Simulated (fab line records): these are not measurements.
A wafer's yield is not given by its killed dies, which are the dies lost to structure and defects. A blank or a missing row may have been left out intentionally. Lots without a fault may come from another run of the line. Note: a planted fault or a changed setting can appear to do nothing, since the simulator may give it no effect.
Matching of chambers || flow n5-finfet || 4 sister chambers for N5_BEOL_M1_ETCH_63 on rie-diel-01
The step etches SiARC in CF4, target depth 15.6 nm, time 26 s. 14 wafers are shown with their chamber, then 7 later ones without.

## EACH WAFER AND ITS CHAMBER
{"wafer": "L075.1", "chamber": 3, "showerhead-plenum-p-Torr (Torr)": 2.12, "drypump-motor-current-A (A)": 5.4, "etch-rf-on-time-s (s)": 25.4}
{"wafer": "L075.2", "chamber": 2, "showerhead-plenum-p-Torr (Torr)": 2.18, "drypump-motor-current-A (A)": 5.7, "etch-rf-on-time-s (s)": 26.0}
{"wafer": "L075.5", "chamber": 1, "showerhead-plenum-p-Torr (Torr)": 2.27, "drypump-motor-current-A (A)": 5.7, "etch-rf-on-time-s (s)": 24.9}
{"wafer": "L085.3", "chamber": 0, "showerhead-plenum-p-Torr (Torr)": 2.15, "drypump-motor-current-A (A)": 6.5, "etch-rf-on-time-s (s)": 25.9}
{"wafer": "L085.4", "chamber": 2, "showerhead-plenum-p-Torr (Torr)": 2.17, "drypump-motor-current-A (A)": 5.7, "etch-rf-on-time-s (s)": 26.0}
{"wafer": "L085.5", "chamber": 0, "showerhead-plenum-p-Torr (Torr)": 2.15, "drypump-motor-current-A (A)": 6.4, "etch-rf-on-time-s (s)": 25.8}
{"wafer": "L087.1", "chamber": 2, "showerhead-plenum-p-Torr (Torr)": 2.17, "drypump-motor-current-A (A)": 5.7, "etch-rf-on-time-s (s)": 25.9}
{"wafer": "L087.2", "chamber": 0, "showerhead-plenum-p-Torr (Torr)": 2.15, "drypump-motor-current-A (A)": 6.5, "etch-rf-on-time-s (s)": 25.8}
{"wafer": "L087.3", "chamber": 1, "showerhead-plenum-p-Torr (Torr)": 2.26, "drypump-motor-current-A (A)": 5.8, "etch-rf-on-time-s (s)": 25.1}
{"wafer": "L086.3", "chamber": 2, "showerhead-plenum-p-Torr (Torr)": 2.17, "drypump-motor-current-A (A)": 5.7, "etch-rf-on-time-s (s)": 25.9}
{"wafer": "L086.4", "chamber": 0, "showerhead-plenum-p-Torr (Torr)": 2.15, "drypump-motor-current-A (A)": 6.4, "etch-rf-on-time-s (s)": 25.8}
{"wafer": "L086.6", "chamber": 3, "showerhead-plenum-p-Torr (Torr)": 2.11, "drypump-motor-current-A (A)": 5.4, "etch-rf-on-time-s (s)": 25.4}
{"wafer": "L088.1", "chamber": 3, "showerhead-plenum-p-Torr (Torr)": 2.11, "drypump-motor-current-A (A)": 5.3, "etch-rf-on-time-s (s)": 25.7}
{"wafer": "L088.4", "chamber": 1, "showerhead-plenum-p-Torr (Torr)": 2.26, "drypump-motor-current-A (A)": 5.8, "etch-rf-on-time-s (s)": 25.2}

SIGNATURES (means of the wafers above)
{"reading": "showerhead-plenum-p-Torr", "chamber 0": 2.1500, "chamber 1": 2.2633, "chamber 2": 2.1725, "chamber 3": 2.1133, "scatter within a chamber": 0.00456}
{"reading": "drypump-motor-current-A", "chamber 0": 6.450, "chamber 1": 5.767, "chamber 2": 5.700, "chamber 3": 5.367, "scatter within a chamber": 0.0483}
{"reading": "etch-rf-on-time-s", "chamber 0": 25.825, "chamber 1": 25.067, "chamber 2": 25.950, "chamber 3": 25.500, "scatter within a chamber": 0.111}
Rule: a wafer's distance from a chamber is the root of the sum, over the readings, of the square of ((its reading less the chamber's mean) divided by the reading's scatter). The wafer belongs to the nearest chamber; if the next one is less than 2 further off, it can't be placed. The scatter: take each reading less its chamber's mean, square it, sum over the shown wafers, divide by the number of wafers less the number of chambers, and take the root.

## WAFERS WITHOUT THEIR CHAMBER
{"wafer": "L088.6", "showerhead-plenum-p-Torr (Torr)": 2.15, "drypump-motor-current-A (A)": 6.4, "etch-rf-on-time-s (s)": 26.6}
{"wafer": "L095.2", "showerhead-plenum-p-Torr (Torr)": 2.11, "drypump-motor-current-A (A)": 5.4, "etch-rf-on-time-s (s)": 25.8}
{"wafer": "L095.3", "showerhead-plenum-p-Torr (Torr)": 2.15, "drypump-motor-current-A (A)": 6.4, "etch-rf-on-time-s (s)": 25.9}
{"wafer": "L095.4", "showerhead-plenum-p-Torr (Torr)": 2.26, "drypump-motor-current-A (A)": 5.8, "etch-rf-on-time-s (s)": 25.0}
{"wafer": "L092.4", "showerhead-plenum-p-Torr (Torr)": 2.26, "drypump-motor-current-A (A)": 5.8, "etch-rf-on-time-s (s)": 25.0}
{"wafer": "L092.5", "showerhead-plenum-p-Torr (Torr)": 2.15, "drypump-motor-current-A (A)": 6.4, "etch-rf-on-time-s (s)": 26.0}
{"wafer": "L092.6", "showerhead-plenum-p-Torr (Torr)": 2.26, "drypump-motor-current-A (A)": 5.8, "etch-rf-on-time-s (s)": 25.1}

## WHICH CHAMBER EACH ONE RAN IN
{"wafer": "L088.6", "from the rows above": 0, "in truth": 0}
{"wafer": "L095.2", "from the rows above": 3, "in truth": 3}
{"wafer": "L095.3", "from the rows above": 0, "in truth": 0}
{"wafer": "L095.4", "from the rows above": 1, "in truth": 1}
{"wafer": "L092.4", "from the rows above": 1, "in truth": 1}
{"wafer": "L092.5", "from the rows above": 0, "in truth": 0}
{"wafer": "L092.6", "from the rows above": 1, "in truth": 1}
Correct placement for 7 of the 7. Not placeable from these rows: 0. 0 placed wrongly.
